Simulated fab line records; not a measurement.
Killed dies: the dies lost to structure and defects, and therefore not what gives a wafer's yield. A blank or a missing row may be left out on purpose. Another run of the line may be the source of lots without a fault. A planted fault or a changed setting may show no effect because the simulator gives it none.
Chamber matching	flow nandHarc	NHARC_P_M0_DEP_32 on pecvd-02 has 3 sister chambers
The step deposits SiCN, target thk 30 nm. 3 wafers are shown with their chamber, then 7 later ones without.

== WAFERS, EACH WITH ITS CHAMBER ==
wafer	chamber	heaterPowerW (W)
L083.5	1	615
L083.6	2	703
L093.4	0	499

== WAFERS MISSING THEIR CHAMBER ==
wafer	heaterPowerW (W)
L093.5	602
L096.1	573
L096.3	656
L096.5	592
L094.3	464
L094.4	691
L094.5	471

== THE CHAMBER EACH PASSED THROUGH ==
wafer	from the rows above	in truth
L093.5	1	1
L096.1	can't be placed: 1 or 0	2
L096.3	can't be placed: 1 or 2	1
L096.5	1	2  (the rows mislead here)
L094.3	0	0
L094.4	2	2
L094.5	0	0
Correct placement for 4 of the 7. Can't be placed from these rows: 2 (the true chamber is among the candidates in 1). Number placed wrongly: 1.
How it was worked out, from the rows above alone: a wafer's distance from a chamber is the root of the sum, over the readings, of the square of ((its reading less the chamber's mean) divided by the reading's scatter). The wafer belongs to the nearest chamber; if the next one is less than 2 further off, it can't be placed. The mean given for a chamber averages the wafers shown for that chamber. The scatter (one wafer shown for each chamber): square how far every hidden wafer sits from the nearest shown wafer, average those squares and take the square root.
